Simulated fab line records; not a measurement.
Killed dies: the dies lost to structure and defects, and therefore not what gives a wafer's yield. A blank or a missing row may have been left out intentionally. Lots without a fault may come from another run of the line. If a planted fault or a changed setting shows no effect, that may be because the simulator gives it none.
What tool caused it? + flow n5-finfet + 24 lots, 72 wafers sampled, at 6 steps of a route of 1938

== WHAT THE GAUGES READ, wafer by wafer ==
N5_BEOL_M13_INSPECT_55: inspects for defects (darkfield).
| lot  | measured     | on                | raw-defect-count |
|------|--------------|-------------------|------------------|
| L074 | day 11 09:17 | defect-inspect-01 | 46 70 79         |
| L075 | day 11 10:06 | defect-inspect-01 | 74 37 63         |
| L077 | day 12 02:24 | defect-inspect-02 | 94 60 48         |
| L076 | day 12 02:31 | defect-inspect-02 | 95 83 93         |
| L078 | day 12 03:52 | defect-inspect-01 | 74 69 57         |
| L079 | day 12 12:47 | defect-inspect-01 | 118 92 85        |
| L080 | day 12 17:19 | defect-inspect-02 | 76 70 98         |
| L081 | day 12 19:00 | defect-inspect-02 | 59 59 82         |
| L083 | day 12 22:39 | defect-inspect-02 | 26 27 42         |
| L082 | day 13 02:04 | defect-inspect-02 | 96 76 77         |
| L084 | day 13 16:25 | defect-inspect-01 | 76 76 76         |
| L085 | day 13 22:35 | defect-inspect-02 | 56 93 90         |
| L086 | day 14 01:01 | defect-inspect-01 | 58 51 92         |
| L087 | day 14 04:53 | defect-inspect-02 | 56 57 49         |
| L089 | day 14 16:56 | defect-inspect-01 | 62 54 51         |
| L090 | day 14 21:29 | defect-inspect-01 | 96 48 95         |
| L088 | day 15 02:49 | defect-inspect-01 | 53 69 47         |
| L093 | day 15 07:50 | defect-inspect-01 | 34 60 59         |
| L091 | day 15 18:23 | defect-inspect-01 | 49 43 47         |
| L094 | day 16 00:35 | defect-inspect-02 | 94 69 71         |
| L092 | day 16 01:17 | defect-inspect-01 | 47 66 67         |
| L095 | day 16 03:31 | defect-inspect-02 | 56 55 81         |
| L096 | day 16 18:24 | defect-inspect-02 | 61 95 83         |
| L097 | day 17 09:47 | defect-inspect-01 | 68 63 57         |

== TOOL THAT RAN EACH LOT (tool first, then ch and the chambers of the sampled wafers, then the start) ==
| lot  | N5_BEOL_M13_DESCUM_33              | N5_BEOL_M13_ETCH_68                | N5_BEOL_M13_ETCH_38                | N5_BEOL_M13_SPUTTER_44       | N5_BEOL_M13_ANNEAL_48            |
|------|------------------------------------|------------------------------------|------------------------------------|------------------------------|----------------------------------|
| L074 | rie-diel-02 ch 0,3, day 11 03:02   | rie-diel-02 ch 0,3, day 11 03:13   | rie-diel-03 ch 1,3, day 11 07:31   | pvd-sputter-03, day 11 08:10 | rtp-anneal-02 ch 0, day 11 08:31 |
| L075 | rie-diel-04 ch 2,3, day 11 05:30   | rie-diel-04 ch 2,3, day 11 05:41   | rie-diel-04 ch 0,2, day 11 08:25   | pvd-sputter-03, day 11 08:53 | rtp-anneal-02 ch 0, day 11 09:17 |
| L077 | rie-diel-04 ch 0,1,2, day 11 20:32 | rie-diel-04 ch 0,1,2, day 11 20:43 | rie-diel-04 ch 1,2, day 11 21:59   | pvd-sputter-02, day 11 22:43 | rtp-anneal-01 ch 0, day 12 01:39 |
| L076 | rie-diel-02 ch 0,1,3, day 11 21:08 | rie-diel-02 ch 0,1,3, day 11 21:19 | rie-diel-04 ch 0,2, day 11 22:35   | pvd-sputter-02, day 11 23:10 | rtp-anneal-02 ch 0, day 12 01:44 |
| L078 | rie-diel-02 ch 0,3, day 12 00:53   | rie-diel-02 ch 0,3, day 12 01:04   | rie-diel-02 ch 0,2, day 12 01:38   | pvd-sputter-02, day 12 02:16 | rtp-anneal-02 ch 0, day 12 03:08 |
| L079 | rie-diel-03 ch 0,1,2, day 12 02:50 | rie-diel-03 ch 0,1,2, day 12 03:02 | rie-diel-03 ch 2,3, day 12 10:59   | pvd-sputter-02, day 12 11:37 | rtp-anneal-02 ch 0, day 12 12:08 |
| L080 | rie-diel-03 ch 1,2, day 12 14:49   | rie-diel-03 ch 1,2, day 12 15:00   | rie-diel-03 ch 2,3, day 12 15:37   | pvd-sputter-02, day 12 16:11 | rtp-anneal-02 ch 0, day 12 16:40 |
| L081 | rie-diel-03 ch 0,1,3, day 12 16:20 | rie-diel-03 ch 0,1,3, day 12 16:31 | rie-diel-04 ch 0,1,2, day 12 17:05 | pvd-sputter-02, day 12 17:53 | rtp-anneal-01 ch 0, day 12 18:18 |
| L083 | rie-diel-04 ch 0,2,3, day 12 19:32 | rie-diel-04 ch 0,2,3, day 12 19:43 | rie-diel-03 ch 0,1,3, day 12 21:10 | pvd-sputter-03, day 12 21:32 | rtp-anneal-02 ch 0, day 12 21:55 |
| L082 | rie-diel-04 ch 2,3, day 12 20:54   | rie-diel-04 ch 2,3, day 12 21:05   | rie-diel-04 ch 0,3, day 12 21:42   | pvd-sputter-01, day 13 00:58 | rtp-anneal-01 ch 0, day 13 01:22 |
| L084 | rie-diel-02 ch 2,3, day 13 13:12   | rie-diel-02 ch 2,3, day 13 13:23   | rie-diel-03 ch 0,3, day 13 14:24   | pvd-sputter-01, day 13 15:01 | rtp-anneal-01 ch 0, day 13 15:28 |
| L085 | rie-diel-04 ch 0,1, day 13 20:13   | rie-diel-04 ch 0,1, day 13 20:23   | rie-diel-04 ch 0,1, day 13 20:55   | pvd-sputter-03, day 13 21:20 | rtp-anneal-02 ch 0, day 13 21:48 |
| L086 | rie-diel-02 ch 2,3, day 13 22:20   | rie-diel-02 ch 2,3, day 13 22:31   | rie-diel-02 ch 0,2,3, day 13 23:20 | pvd-sputter-03, day 13 23:54 | rtp-anneal-02 ch 0, day 14 00:19 |
| L087 | rie-diel-04 ch 0,1, day 14 02:35   | rie-diel-04 ch 0,1, day 14 02:46   | rie-diel-02 ch 0,1,2, day 14 03:23 | pvd-sputter-02, day 14 03:45 | rtp-anneal-01 ch 0, day 14 04:08 |
| L089 | rie-diel-04 ch 1,2, day 14 14:29   | rie-diel-04 ch 1,2, day 14 14:40   | rie-diel-02 ch 1,2,3, day 14 15:21 | pvd-sputter-02, day 14 15:49 | rtp-anneal-02 ch 0, day 14 16:11 |
| L090 | rie-diel-02 ch 0,2,3, day 14 16:01 | rie-diel-02 ch 0,2,3, day 14 16:11 | rie-diel-02 ch 0,2,3, day 14 19:32 | pvd-sputter-03, day 14 20:13 | rtp-anneal-02 ch 0, day 14 20:44 |
| L088 | rie-diel-04 ch 0,3, day 14 23:58   | rie-diel-04 ch 0,3, day 15 00:08   | rie-diel-02 ch 2,3, day 15 00:46   | pvd-sputter-02, day 15 01:19 | rtp-anneal-01 ch 0, day 15 02:04 |
| L093 | rie-diel-02 ch 1,2,3, day 15 05:01 | rie-diel-02 ch 1,2,3, day 15 05:12 | rie-diel-02 ch 1,2,3, day 15 05:44 | pvd-sputter-03, day 15 06:43 | rtp-anneal-01 ch 0, day 15 07:04 |
| L091 | rie-diel-04 ch 2,3, day 15 13:12   | rie-diel-04 ch 2,3, day 15 13:23   | rie-diel-04 ch 1,2, day 15 16:34   | pvd-sputter-03, day 15 17:02 | rtp-anneal-01 ch 0, day 15 17:40 |
| L094 | rie-diel-04 ch 1,2,3, day 15 20:38 | rie-diel-04 ch 1,2,3, day 15 20:49 | rie-diel-02 ch 0,1,2, day 15 22:44 | pvd-sputter-01, day 15 23:25 | rtp-anneal-01 ch 0, day 15 23:51 |
| L092 | rie-diel-02 ch 0,1,2, day 15 21:13 | rie-diel-02 ch 0,1,2, day 15 21:24 | rie-diel-02 ch 1,2,3, day 15 23:32 | pvd-sputter-03, day 16 00:10 | rtp-anneal-01 ch 0, day 16 00:32 |
| L095 | rie-diel-03 ch 2,3, day 15 21:47   | rie-diel-03 ch 2,3, day 15 21:58   | rie-diel-03 ch 1,3, day 16 01:51   | pvd-sputter-01, day 16 02:24 | rtp-anneal-02 ch 0, day 16 02:51 |
| L096 | rie-diel-03 ch 0,1,3, day 16 15:25 | rie-diel-03 ch 0,1,3, day 16 15:35 | rie-diel-04 ch 0,1,2, day 16 16:38 | pvd-sputter-03, day 16 17:17 | rtp-anneal-01 ch 0, day 16 17:39 |
| L097 | rie-diel-04 ch 0,3, day 17 03:53   | rie-diel-04 ch 0,3, day 17 04:04   | rie-diel-02 ch 1,2,3, day 17 07:49 | pvd-sputter-01, day 17 08:31 | rtp-anneal-01 ch 0, day 17 08:56 |
- N5_BEOL_M13_DESCUM_33: chemistry O2, time 7.9 s.
- N5_BEOL_M13_ETCH_68: etches SOC in N2/H2, time 355 s.
- N5_BEOL_M13_ETCH_38: etches SiCN in CF4/N2, target depth 67.5 nm, time 71.9 s.
- N5_BEOL_M13_SPUTTER_44: material Ta, target thk 10 nm, time 16.13 s.
- N5_BEOL_M13_ANNEAL_48: time 90 s.

== AS READ BY THE TOOLS THEMSELVES (means over the sampled wafers that have a number; for cases with no such wafer, the mark the record gives instead) ==
N5_BEOL_M13_DESCUM_33.
| lot  | tool        | drypump-motor-current-A (A) | oes-product-au (a.u.) | rf-vpp-V (V) | showerhead-plenum-p-Torr (Torr) | throttle-valve-pct (%) |
|------|-------------|-----------------------------|-----------------------|--------------|---------------------------------|------------------------|
| L074 | rie-diel-02 | 6.1                         | 0.86                  | 243.8        | 2.12                            | 20.11                  |
| L075 | rie-diel-04 | 5.7                         | 0.85                  | 242.1        | 2.05                            | 20.38                  |
| L077 | rie-diel-04 | 5.8                         | 0.77                  | 243.1        | 2.09                            | 20.44                  |
| L076 | rie-diel-02 | 5.9                         | 0.79                  | 241.9        | 2.04                            | 20.17                  |
| L078 | rie-diel-02 | 5.9                         | 0.78                  | 244.1        | 2.10                            | 20.39                  |
| L079 | rie-diel-03 | 5.7                         | 0.80                  | 241.4        | 2.04                            | 20.39                  |
| L080 | rie-diel-03 | 5.7                         | 0.78                  | 242.3        | 2.04                            | 20.31                  |
| L081 | rie-diel-03 | 5.7                         | 0.81                  | 241.9        | 2.04                            | 20.43                  |
| L083 | rie-diel-04 | 5.7                         | 0.76                  | 243.6        | 2.05                            | 20.58                  |
| L082 | rie-diel-04 | 5.8                         | 0.77                  | 243.3        | 2.05                            | 20.54                  |
| L084 | rie-diel-02 | 5.5                         | 0.89                  | 242.5        | 2.07                            | 19.97                  |
| L085 | rie-diel-04 | 5.9                         | 0.70                  | 242.7        | 2.13                            | 20.50                  |
| L086 | rie-diel-02 | 5.5                         | 0.89                  | 243.0        | 2.07                            | 19.96                  |
| L087 | rie-diel-04 | 5.8                         | 0.69                  | 243.7        | 2.09                            | 20.66                  |
| L089 | rie-diel-04 | 6.0                         | 0.76                  | 243.9        | 2.12                            | 20.34                  |
| L090 | rie-diel-02 | 5.7                         | 0.82                  | 242.8        | 2.08                            | 20.20                  |
| L088 | rie-diel-04 | 5.7                         | 0.99                  | 241.9        | 2.06                            | 20.37                  |
| L093 | rie-diel-02 | 5.7                         | 0.82                  | 242.7        | 2.03                            | 19.98                  |
| L091 | rie-diel-04 | 5.7                         | 0.90                  | 243.1        | 2.04                            | 20.29                  |
| L094 | rie-diel-04 | 5.9                         | 0.84                  | 243.4        | 2.08                            | 20.31                  |
| L092 | rie-diel-02 | 5.5                         | 0.76                  | 241.8        | 2.01                            | 20.25                  |
| L095 | rie-diel-03 | 6.2                         | 0.71                  | 242.1        | 1.99                            | 20.48                  |
| L096 | rie-diel-03 | 5.7                         | 0.77                  | 242.0        | 2.03                            | 20.47                  |
| L097 | rie-diel-04 | 5.8                         | 0.93                  | 241.9        | 2.05                            | 20.35                  |

N5_BEOL_M13_ETCH_68.
| lot  | tool        | drypump-motor-current-A (A) | oes-product-au (a.u.) | rf-vpp-V (V) | showerhead-plenum-p-Torr (Torr) | throttle-valve-pct (%) |
|------|-------------|-----------------------------|-----------------------|--------------|---------------------------------|------------------------|
| L074 | rie-diel-02 | 6.1                         | 0.85                  | 525.3        | 2.58                            | 17.57                  |
| L075 | rie-diel-04 | 5.8                         | 0.86                  | 522.3        | 2.49                            | 17.75                  |
| L077 | rie-diel-04 | 5.8                         | 0.78                  | 524.2        | 2.55                            | 17.81                  |
| L076 | rie-diel-02 | 5.9                         | 0.79                  | 522.6        | 2.49                            | 17.58                  |
| L078 | rie-diel-02 | 5.9                         | 0.79                  | 524.6        | 2.55                            | 17.82                  |
| L079 | rie-diel-03 | 5.7                         | 0.79                  | 521.5        | 2.48                            | 17.73                  |
| L080 | rie-diel-03 | 5.7                         | 0.78                  | 521.9        | 2.48                            | 17.76                  |
| L081 | rie-diel-03 | 5.7                         | 0.80                  | 521.9        | 2.48                            | 17.70                  |
| L083 | rie-diel-04 | 5.7                         | 0.75                  | 522.2        | 2.50                            | 17.92                  |
| L082 | rie-diel-04 | 5.8                         | 0.77                  | 522.3        | 2.49                            | 17.90                  |
| L084 | rie-diel-02 | 5.5                         | 0.88                  | 523.0        | 2.52                            | 17.25                  |
| L085 | rie-diel-04 | 5.9                         | 0.70                  | 525.9        | 2.59                            | 17.89                  |
| L086 | rie-diel-02 | 5.6                         | 0.87                  | 523.7        | 2.51                            | 17.27                  |
| L087 | rie-diel-04 | 5.8                         | 0.68                  | 524.5        | 2.54                            | 18.01                  |
| L089 | rie-diel-04 | 6.0                         | 0.77                  | 524.9        | 2.58                            | 17.75                  |
| L090 | rie-diel-02 | 5.7                         | 0.82                  | 523.7        | 2.53                            | 17.57                  |
| L088 | rie-diel-04 | 5.6                         | 0.98                  | 522.3        | 2.50                            | 17.66                  |
| L093 | rie-diel-02 | 5.7                         | 0.82                  | 521.5        | 2.46                            | 17.34                  |
| L091 | rie-diel-04 | 5.8                         | 0.89                  | 522.5        | 2.48                            | 17.65                  |
| L094 | rie-diel-04 | 5.9                         | 0.84                  | 523.4        | 2.53                            | 17.69                  |
| L092 | rie-diel-02 | 5.5                         | 0.76                  | 521.5        | 2.44                            | 17.58                  |
| L095 | rie-diel-03 | 6.2                         | 0.71                  | 520.9        | 2.42                            | 17.93                  |
| L096 | rie-diel-03 | 5.7                         | 0.77                  | 521.9        | 2.47                            | 17.75                  |
| L097 | rie-diel-04 | 5.7                         | 0.93                  | 522.2        | 2.49                            | 17.66                  |

N5_BEOL_M13_ETCH_38.
| lot  | tool        | drypump-motor-current-A (A) | mfc-ar-sccm (sccm) | oes-product-au (a.u.) | rf-vpp-V (V) | showerhead-plenum-p-Torr (Torr) | throttle-valve-pct (%) |
|------|-------------|-----------------------------|--------------------|-----------------------|--------------|---------------------------------|------------------------|
| L074 | rie-diel-03 | 5.7                         | 100.0              | 0.83                  | 381.5        | 2.17                            | 15.34                  |
| L075 | rie-diel-04 | 5.7                         | 99.9               | 0.85                  | 381.7        | 2.17                            | 15.47                  |
| L077 | rie-diel-04 | 6.0                         | 99.6               | 0.80                  | 383.6        | 2.24                            | 15.37                  |
| L076 | rie-diel-04 | 5.7                         | 100.1              | 0.84                  | 381.5        | 2.17                            | 15.47                  |
| L078 | rie-diel-02 | 5.4                         | 100.0              | 0.84                  | 381.0        | 2.17                            | 15.19                  |
| L079 | rie-diel-03 | 6.2                         | 99.9               | 0.75                  | 380.0        | 2.12                            | 15.48                  |
| L080 | rie-diel-03 | 6.2                         | 100.0              | 0.75                  | 381.3        | 2.12                            | 15.48                  |
| L081 | rie-diel-04 | 5.8                         | 100.0              | 0.77                  | 383.0        | 2.21                            | 15.53                  |
| L083 | rie-diel-03 | 5.7                         | 100.1              | 0.80                  | 381.2        | 2.16                            | 15.43                  |
| L082 | rie-diel-04 | 5.7                         | 99.5               | 0.68                  | 381.8        | 2.17                            | 15.81                  |
| L084 | rie-diel-03 | 6.1                         | 100.1              | 0.74                  | 380.4        | 2.10                            | 15.60                  |
| L085 | rie-diel-04 | 5.9                         | 100.1              | 0.71                  | 383.2        | 2.24                            | 15.59                  |
| L086 | rie-diel-02 | 5.7                         | 100.0              | 0.83                  | 382.8        | 2.20                            | 15.21                  |
| L087 | rie-diel-02 | 5.5                         | 99.9               | 0.78                  | 379.6        | 2.13                            | 15.27                  |
| L089 | rie-diel-02 | 5.7                         | 100.1              | 0.82                  | 380.9        | 2.14                            | 15.01                  |
| L090 | rie-diel-02 | 5.7                         | 100.0              | 0.81                  | 382.8        | 2.20                            | 15.23                  |
| L088 | rie-diel-02 | 5.5                         | 99.9               | 0.87                  | 381.8        | 2.18                            | 14.96                  |
| L093 | rie-diel-02 | 5.7                         | 100.1              | 0.82                  | 380.8        | 2.14                            | 15.02                  |
| L091 | rie-diel-04 | 5.8                         | 100.0              | 0.81                  | 382.2        | 2.20                            | 15.40                  |
| L094 | rie-diel-02 | 5.5                         | 99.7               | 0.76                  | 380.5        | 2.13                            | 15.30                  |
| L092 | rie-diel-02 | 5.7                         | 100.2              | 0.82                  | 381.0        | 2.14                            | 15.03                  |
| L095 | rie-diel-03 | 5.2                         | 100.1              | 0.84                  | 381.8        | 2.20                            | 15.31                  |
| L096 | rie-diel-04 | 5.8                         | 99.9               | 0.83                  | 381.5        | 2.20                            | 15.42                  |
| L097 | rie-diel-02 | 5.7                         | 100.2              | 0.81                  | 381.1        | 2.14                            | 15.06                  |

N5_BEOL_M13_SPUTTER_44.
| lot  | tool           | throttle-valve-pct (%) |
|------|----------------|------------------------|
| L074 | pvd-sputter-03 | 29.5                   |
| L075 | pvd-sputter-03 | 29.6                   |
| L077 | pvd-sputter-02 | 30.4                   |
| L076 | pvd-sputter-02 | 29.8                   |
| L078 | pvd-sputter-02 | 29.6                   |
| L079 | pvd-sputter-02 | 30.3                   |
| L080 | pvd-sputter-02 | 29.7                   |
| L081 | pvd-sputter-02 | 30.3                   |
| L083 | pvd-sputter-03 | 29.9                   |
| L082 | pvd-sputter-01 | 30.3                   |
| L084 | pvd-sputter-01 | 29.9                   |
| L085 | pvd-sputter-03 | 29.4                   |
| L086 | pvd-sputter-03 | 29.2                   |
| L087 | pvd-sputter-02 | 29.8                   |
| L089 | pvd-sputter-02 | 29.8                   |
| L090 | pvd-sputter-03 | 29.7                   |
| L088 | pvd-sputter-02 | 31.0                   |
| L093 | pvd-sputter-03 | 29.6                   |
| L091 | pvd-sputter-03 | 30.1                   |
| L094 | pvd-sputter-01 | 30.5                   |
| L092 | pvd-sputter-03 | 29.2                   |
| L095 | pvd-sputter-01 | 30.4                   |
| L096 | pvd-sputter-03 | 29.5                   |
| L097 | pvd-sputter-01 | 29.9                   |

N5_BEOL_M13_ANNEAL_48.
| lot  | tool          | wafer_temp_C_max |
|------|---------------|------------------|
| L074 | rtp-anneal-02 | 225.80           |
| L075 | rtp-anneal-02 | 225.45           |
| L077 | rtp-anneal-01 | 225.62           |
| L076 | rtp-anneal-02 | 225.47           |
| L078 | rtp-anneal-02 | 225.93           |
| L079 | rtp-anneal-02 | 225.83           |
| L080 | rtp-anneal-02 | 225.84           |
| L081 | rtp-anneal-01 | 225.54           |
| L083 | rtp-anneal-02 | 225.78           |
| L082 | rtp-anneal-01 | 225.29           |
| L084 | rtp-anneal-01 | 225.53           |
| L085 | rtp-anneal-02 | 225.53           |
| L086 | rtp-anneal-02 | 225.77           |
| L087 | rtp-anneal-01 | 225.38           |
| L089 | rtp-anneal-02 | 225.60           |
| L090 | rtp-anneal-02 | 225.78           |
| L088 | rtp-anneal-01 | 225.65           |
| L093 | rtp-anneal-01 | 225.68           |
| L091 | rtp-anneal-01 | 225.58           |
| L094 | rtp-anneal-01 | 225.46           |
| L092 | rtp-anneal-01 | 225.51           |
| L095 | rtp-anneal-02 | 225.72           |
| L096 | rtp-anneal-01 | 225.56           |
| L097 | rtp-anneal-01 | 225.39           |

== THE ANSWER, worked out from the rows above alone ==
Rule: the usual values come from the lots themselves. Put in order of their means at a reading, lots are off if they are a third of the lots or fewer, leave a main group of 4 or more, and stand apart from it by a gap of 3 or more times the standard deviation of the main group's means; of several such gaps the widest counts. Not used: any main group whose means are identical at the precision the tables above print for the reading. Also off: a lot with no number at a reading for which 4 or more lots have one. Any other lot the step has rows for is counted as sound. After the gauges, taken in route order, come the tools' own readings; for these a lot's mean is taken, as printed above. At the first step where some lot is off, the reading lying furthest off is the one used; lots without a number count as furthest.
No lot is off at any reading shown: from this, nothing can be told.

== WHAT HAD BEEN PUT IN BY THE SIMULATOR ==
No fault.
